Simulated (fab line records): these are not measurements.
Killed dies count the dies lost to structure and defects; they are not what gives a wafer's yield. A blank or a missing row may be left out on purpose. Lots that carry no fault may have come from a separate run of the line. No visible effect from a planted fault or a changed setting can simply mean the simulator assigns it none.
Matching of chambers || flow nand_harc || NHARC_A_STAIRCASE_STRIP_476 on rie_diel-12: 4 sister chambers
The step strips in O2, time 20 s. 8 wafers are shown with their chamber, then 10 later ones without.

WAFERS WITH THEIR CHAMBER
{"wafer": "L081.5", "chamber": 2, "drypump_motor_current_A (A)": 6.3, "showerhead_plenum_p_Torr (Torr)": 3.35}
{"wafer": "L081.6", "chamber": 1, "drypump_motor_current_A (A)": 5.4, "showerhead_plenum_p_Torr (Torr)": 3.77}
{"wafer": "L085.4", "chamber": 3, "drypump_motor_current_A (A)": 6.3, "showerhead_plenum_p_Torr (Torr)": 3.44}
{"wafer": "L087.1", "chamber": 0, "drypump_motor_current_A (A)": 5.7, "showerhead_plenum_p_Torr (Torr)": 3.63}
{"wafer": "L087.5", "chamber": 0, "drypump_motor_current_A (A)": 5.7, "showerhead_plenum_p_Torr (Torr)": 3.63}
{"wafer": "L087.6", "chamber": 1, "drypump_motor_current_A (A)": 5.4, "showerhead_plenum_p_Torr (Torr)": 3.76}
{"wafer": "L087.2", "chamber": 2, "drypump_motor_current_A (A)": 6.3, "showerhead_plenum_p_Torr (Torr)": 3.34}
{"wafer": "L087.3", "chamber": 3, "drypump_motor_current_A (A)": 6.2, "showerhead_plenum_p_Torr (Torr)": 3.44}

WAFERS MISSING THEIR CHAMBER
{"wafer": "L087.4", "drypump_motor_current_A (A)": 5.4, "showerhead_plenum_p_Torr (Torr)": 3.76}
{"wafer": "L090.1", "drypump_motor_current_A (A)": 6.3, "showerhead_plenum_p_Torr (Torr)": 3.34}
{"wafer": "L090.2", "drypump_motor_current_A (A)": 5.4, "showerhead_plenum_p_Torr (Torr)": 3.76}
{"wafer": "L090.5", "drypump_motor_current_A (A)": 6.3, "showerhead_plenum_p_Torr (Torr)": 3.34}
{"wafer": "L091.2", "drypump_motor_current_A (A)": 5.4, "showerhead_plenum_p_Torr (Torr)": 3.76}
{"wafer": "L091.4", "drypump_motor_current_A (A)": 5.7, "showerhead_plenum_p_Torr (Torr)": 3.63}
{"wafer": "L091.5", "drypump_motor_current_A (A)": 5.7, "showerhead_plenum_p_Torr (Torr)": 3.63}
{"wafer": "L094.1", "drypump_motor_current_A (A)": 5.4, "showerhead_plenum_p_Torr (Torr)": 3.75}
{"wafer": "L094.2", "drypump_motor_current_A (A)": 5.7, "showerhead_plenum_p_Torr (Torr)": 3.62}
{"wafer": "L094.3", "drypump_motor_current_A (A)": 6.3, "showerhead_plenum_p_Torr (Torr)": 3.33}

WHICH CHAMBER EACH WENT THROUGH
{"wafer": "L087.4", "from the rows above": 1, "in truth": 1}
{"wafer": "L090.1", "from the rows above": 2, "in truth": 2}
{"wafer": "L090.2", "from the rows above": 1, "in truth": 1}
{"wafer": "L090.5", "from the rows above": 2, "in truth": 2}
{"wafer": "L091.2", "from the rows above": 1, "in truth": 1}
{"wafer": "L091.4", "from the rows above": 0, "in truth": 0}
{"wafer": "L091.5", "from the rows above": 0, "in truth": 0}
{"wafer": "L094.1", "from the rows above": 1, "in truth": 1}
{"wafer": "L094.2", "from the rows above": 0, "in truth": 0}
{"wafer": "L094.3", "from the rows above": 2, "in truth": 2}
Correct placement for 10 of the 10. Can't be placed from these rows: 0. 0 placed wrongly.
How it was worked out, from the rows above alone: a wafer's distance from a chamber is the root of the sum, over the readings, of the square of ((its reading less the chamber's mean) divided by the reading's scatter). If the next closest chamber is less than 2 further off than the closest, the wafer can't be placed; otherwise it belongs to the closest. For every chamber, the mean is computed from those of its wafers that are shown. How the scatter is found: for the shown wafers, subtract from each reading the mean of its chamber, square and add these, divide the total by (wafers less chambers), then take the root.
